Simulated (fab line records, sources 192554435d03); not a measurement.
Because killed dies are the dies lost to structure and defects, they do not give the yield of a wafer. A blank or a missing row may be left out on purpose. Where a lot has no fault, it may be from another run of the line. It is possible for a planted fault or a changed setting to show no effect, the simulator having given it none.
Matching of chambers -- flow n5Finfet -- N5_BEOL_M0_ETCH_138 on rieDiel-01 has 4 sister chambers
The step etches SiCN in CH3F/O2, target depth 12 nm, time 31.6 s. 4 wafers are shown with their chamber, then 8 later ones without.

WAFERS WITH THEIR CHAMBER
wafer,chamber,showerheadPlenumPTorr (Torr)
L079.1,2,2.01
L083.4,0,1.87
L087.4,3,2.02
L089.2,1,2.13

WAFERS WHOSE CHAMBER IS MISSING
wafer,showerheadPlenumPTorr (Torr)
L089.4,2.01
L089.5,2.01
L091.1,2.11
L091.5,2.12
L091.6,2.00
L092.1,2.00
L092.3,2.01
L092.4,2.12

CHAMBER TAKEN BY EACH
wafer,from the rows above,in truth
L089.4,can't be placed: 2 or 3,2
L089.5,can't be placed: 2 or 3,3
L091.1,1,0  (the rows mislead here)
L091.5,1,1
L091.6,can't be placed: 2 or 3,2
L092.1,can't be placed: 2 or 3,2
L092.3,can't be placed: 2 or 3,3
L092.4,1,1
2 of 8 placed correctly. Unplaceable from these rows: 5, with the true chamber sitting among the candidates in 5. Number placed wrongly: 1.
How it was worked out, from the rows above alone: a wafer's distance from a chamber is the root of the sum, over the readings, of the square of ((its reading less the chamber's mean) divided by the reading's scatter). If the next closest chamber is less than 2 further off than the closest, the wafer can't be placed; otherwise it belongs to the closest. A chamber's mean is the mean of its shown wafers. The scatter (one wafer shown for each chamber): square how far every hidden wafer sits from the nearest shown wafer, average those squares and take the square root.
